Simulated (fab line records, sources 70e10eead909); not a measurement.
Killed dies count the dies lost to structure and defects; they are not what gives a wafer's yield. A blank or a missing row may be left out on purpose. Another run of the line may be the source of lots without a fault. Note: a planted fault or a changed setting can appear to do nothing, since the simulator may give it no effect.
Struck lot and sound lot, side by side	flow nand harc	15 out of 1159 route steps
Sound: these wafers, L647.1, L647.4, L647.5. Struck: wafer L658.3 (L658.1, L658.6, from the same lot, were not struck and are left out); the cause is given at the end.
At each step with rows: each side's tool, then ch and its chambers, then its first start. Under that, the readings that differ: sound wafers	struck wafers	difference of the means	sigmas: that difference in standard deviations of wafers without a fault.
alike: readings with means less than 2 such deviations apart, plus words and numbers identical on both sides. not compared: withheld readings, readings lacking a value on some wafer, bounds such as >300 that could conceal the same value, and numbers that have no deviation in the record and whose values overlap.
Wherever a step has rows on one side only, a row that says differs or no value, or a row with sigmas, the two part there. Non-overlapping numbers with no deviation appear without sigmas and do not part them. A reading that every wafer of one side lacks parts them only if that side has two wafers or more.

first, 8 steps without rows for these wafers: NHARC_P_M1_HMDS_02 (time 30 s); NHARC_P_M1_COAT_34 (time 65 s); NHARC_P_M1_COAT_03 (resist thk 90 nm); NHARC_P_M1_SOFTBAKE_04 (time 55 s); NHARC_P_M1_EBR_05; NHARC_P_M1_EXPOSE_06 (exposes mask P M1, target cd 130 nm); NHARC_P_M1_PEB_07 (peb time 65 s); NHARC_P_M1_DEVELOP_08 (develop time 35 s).
NHARC_P_M1_CD_MEAS_09: target cd 130 nm.
  sound on cd sem-03 ch 0, day 6 08:57; struck on cd sem-01 ch 0, day 9 02:20
  alike: cd nm
NHARC_P_M1_OVL_MEAS_10: pitch 260 nm.
  sound on overlay-01 at day 6 09:02; struck on overlay-01 at day 9 02:25
  alike: overlay x nm, overlay y nm
NHARC_P_M1_INSPECT_11:
  sound on defect inspect-02 at day 6 09:04; struck on defect inspect-01 at day 9 02:28
  alike: raw defect count
NHARC_P_M1_DESCUM_14: chemistry O2, time 3 s.
  sound on rie diel-12 ch 1,2, day 6 09:08; struck on rie diel-08 ch 1, day 9 02:31
  alike: drypump motor current A, mfc ar sccm, oes product au, rf vpp V, showerhead plenum p Torr, throttle valve pct
  not compared: rf hours counter h
NHARC_P_M1_ETCH_35: etches the open film in N2/H2, target depth 40 nm, overetch 12 nm, time 43.94 s.
  sound on rie diel-12 ch 0,2, day 6 09:13; struck on rie diel-08 ch 0, day 9 02:37
reading	sound	struck	difference	sigmas
oes product au (a.u.)	1.015 0.990 1.003	0.813	-0.190	-27
  alike: drypump motor current A, h2 flow sccm, mfc ar sccm, rf vpp V, showerhead plenum p Torr, throttle valve pct
  not compared: rf hours counter h
NHARC_P_M1_ETCH_15: etches the open film in C4F8/Ar, target depth 182.5 nm, time 91.2 s.
  sound: rie diel-12 ch 0,2; struck: rie diel-08 ch 0
  alike: oes product au, rf vpp V
  not compared: rf hours counter h
-- jump in the record: it breaks off in module P_M1 and resumes in module END (first step shown: number 1159 of the route), and 13 days separate the struck wafers' starts before and after --
NHARC_END_SORT_01:
  at this point the record logs the struck wafers (prober-01 ch 0, day 22 14:08) and has no rows for the sound ones

WHERE THEY PART
Earliest at NHARC_P_M1_ETCH_35; latest, in this record, at NHARC_END_SORT_01.

WHY: what had been put in by the simulator
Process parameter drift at NHARC_P_M1_ETCH_35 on rie diel-08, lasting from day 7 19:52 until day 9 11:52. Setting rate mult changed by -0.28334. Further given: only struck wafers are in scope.
